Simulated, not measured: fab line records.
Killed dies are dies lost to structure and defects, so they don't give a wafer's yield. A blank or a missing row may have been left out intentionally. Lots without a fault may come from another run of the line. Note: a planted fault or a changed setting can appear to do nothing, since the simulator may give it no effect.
Matching of chambers || flow n5-finfet || ald-hk-01 running N5_MIM_TOP_ALD_00: 4 sister chambers
The step deposits Al2O3, purge time 3 s, co reactant pulse time 3 s. 16 wafers are shown with their chamber, then 8 later ones without.

EACH WAFER AND ITS CHAMBER
{"wafer": "L074.2", "chamber": 1, "precursor-pulse-height-rel": 1.011}
{"wafer": "L074.3", "chamber": 0, "precursor-pulse-height-rel": 1.003}
{"wafer": "L074.5", "chamber": 2, "precursor-pulse-height-rel": 0.973}
{"wafer": "L077.1", "chamber": 0, "precursor-pulse-height-rel": 0.998}
{"wafer": "L077.3", "chamber": 1, "precursor-pulse-height-rel": 0.993}
{"wafer": "L077.4", "chamber": 3, "precursor-pulse-height-rel": 0.987}
{"wafer": "L081.1", "chamber": 3, "precursor-pulse-height-rel": 0.976}
{"wafer": "L081.2", "chamber": 2, "precursor-pulse-height-rel": 1.016}
{"wafer": "L081.3", "chamber": 0, "precursor-pulse-height-rel": 0.996}
{"wafer": "L088.3", "chamber": 1, "precursor-pulse-height-rel": 1.013}
{"wafer": "L088.4", "chamber": 3, "precursor-pulse-height-rel": 1.000}
{"wafer": "L088.6", "chamber": 1, "precursor-pulse-height-rel": 0.977}
{"wafer": "L087.2", "chamber": 1, "precursor-pulse-height-rel": 1.031}
{"wafer": "L087.3", "chamber": 2, "precursor-pulse-height-rel": 0.993}
{"wafer": "L087.4", "chamber": 3, "precursor-pulse-height-rel": 0.977}
{"wafer": "L093.1", "chamber": 3, "precursor-pulse-height-rel": 0.986}

SIGNATURES, as means of the wafers listed above
{"reading": "precursor-pulse-height-rel", "chamber 0": 0.99900, "chamber 1": 1.00500, "chamber 2": 0.99400, "chamber 3": 0.98520, "scatter within a chamber": 0.0159}
Rule: for each reading, subtract the chamber's mean from the wafer's reading, divide by that reading's scatter and square the result; add these up over the readings and take the root, which gives the wafer's distance from the chamber. If the next closest chamber is less than 2 further off than the closest, the wafer can't be placed; otherwise it belongs to the closest. How the scatter is found: for the shown wafers, subtract from each reading the mean of its chamber, square and add these, divide the total by (wafers less chambers), then take the root.

WAFERS WITH NO CHAMBER GIVEN
{"wafer": "L093.2", "precursor-pulse-height-rel": 0.974}
{"wafer": "L093.3", "precursor-pulse-height-rel": 1.007}
{"wafer": "L092.1", "precursor-pulse-height-rel": 1.013}
{"wafer": "L092.2", "precursor-pulse-height-rel": 0.972}
{"wafer": "L092.3", "precursor-pulse-height-rel": 0.993}
{"wafer": "L097.1", "precursor-pulse-height-rel": 0.992}
{"wafer": "L097.3", "precursor-pulse-height-rel": 1.006}
{"wafer": "L097.6", "precursor-pulse-height-rel": 1.055}

CHAMBER TAKEN BY EACH
{"wafer": "L093.2", "from the rows above": "can't be placed: 3 or 2 or 0 or 1", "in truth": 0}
{"wafer": "L093.3", "from the rows above": "can't be placed: 1 or 0 or 2 or 3", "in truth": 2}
{"wafer": "L092.1", "from the rows above": "can't be placed: 1 or 0 or 2 or 3", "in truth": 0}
{"wafer": "L092.2", "from the rows above": "can't be placed: 3 or 2 or 0 or 1", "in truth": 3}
{"wafer": "L092.3", "from the rows above": "can't be placed: 2 or 0 or 3 or 1", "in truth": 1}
{"wafer": "L097.1", "from the rows above": "can't be placed: 2 or 3 or 0 or 1", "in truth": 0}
{"wafer": "L097.3", "from the rows above": "can't be placed: 1 or 0 or 2 or 3", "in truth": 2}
{"wafer": "L097.6", "from the rows above": "can't be placed: 1 or 0 or 2 or 3", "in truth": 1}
Placed correctly: 0 of 8. These rows do not allow placing 8 (true chamber among the candidates in 8). Placed wrongly: 0.
